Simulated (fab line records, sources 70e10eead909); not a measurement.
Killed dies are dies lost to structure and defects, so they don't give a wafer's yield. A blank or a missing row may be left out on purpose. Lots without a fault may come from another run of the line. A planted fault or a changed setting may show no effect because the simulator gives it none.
Chamber matching | flow nand_harc | NHARC_A_SGD_CUT_CMP_21 on cmp-04: 4 sister chambers
The step polishes, target thk 148.19 nm. 20 wafers are shown with their chamber, then 10 later ones without.

WAFERS WITH THEIR CHAMBER
wafer  | chamber | motor_current_A (A) | time_to_endpoint_s (s)
L075.2 | 0       | 12.0                | 53
L075.3 | 3       | 12.7                | 50
L075.5 | 1       | 11.8                | 50
L076.2 | 2       | 10.5                | 49
L076.3 | 3       | 12.4                | 53
L076.6 | 3       | 11.9                | 50
L079.3 | 1       | 11.8                | 52
L079.4 | 0       | 11.9                | 49
L079.5 | 0       | 12.4                | 50
L082.2 | 2       | 10.9                | 48
L082.3 | 3       | 12.7                | 50
L082.6 | 1       | 11.7                | 51
L084.3 | 2       | 11.6                | 47
L084.4 | 3       | 12.8                | 47
L084.5 | 3       | 12.8                | 48
L087.1 | 3       | 12.7                | 54
L087.3 | 1       | 12.2                | 51
L087.6 | 1       | 12.0                | 53
L091.2 | 2       | 10.8                | 48
L091.3 | 3       | 13.3                | 51

SIGNATURES (means of the wafers above)
reading            | chamber 0 | chamber 1 | chamber 2 | chamber 3 | scatter within a chamber
motor_current_A    | 12.100    | 11.900    | 10.950    | 12.662    | 0.358
time_to_endpoint_s | 50.67     | 51.40     | 48.00     | 50.38     | 1.83
Rule: a wafer's distance from a chamber is the root of the sum, over the readings, of the square of ((its reading less the chamber's mean) divided by the reading's scatter). The wafer belongs to the nearest chamber; if the next one is less than 2 further off, it can't be placed. The scatter: the root of (the sum of the squares of (reading less its chamber's mean) over the shown wafers, divided by (wafers less chambers)).

WAFERS WITHOUT THEIR CHAMBER
wafer  | motor_current_A (A) | time_to_endpoint_s (s)
L091.6 | 10.7                | 50
L093.2 | 10.5                | 47
L093.3 | 11.4                | 52
L093.5 | 13.2                | 51
L095.1 | 12.2                | 50
L095.2 | 10.7                | 47
L095.4 | 11.9                | 51
L097.2 | 9.8                 | 49
L097.5 | 10.9                | 48
L097.6 | 11.9                | 53

WHICH CHAMBER EACH WENT THROUGH
wafer  | from the rows above          | in truth
L091.6 | 2                            | 2
L093.2 | 2                            | 2
L093.3 | can't be placed: 1 or 0 or 2 | 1
L093.5 | can't be placed: 3 or 0      | 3
L095.1 | can't be placed: 0 or 1 or 3 | 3
L095.2 | 2                            | 2
L095.4 | can't be placed: 1 or 0 or 3 | 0
L097.2 | 2                            | 2
L097.5 | 2                            | 2
L097.6 | can't be placed: 1 or 0 or 3 | 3
Placed correctly: 5 of 10. Can't be placed from these rows: 5 (the true chamber is among the candidates in 5). Placed wrongly: 0.
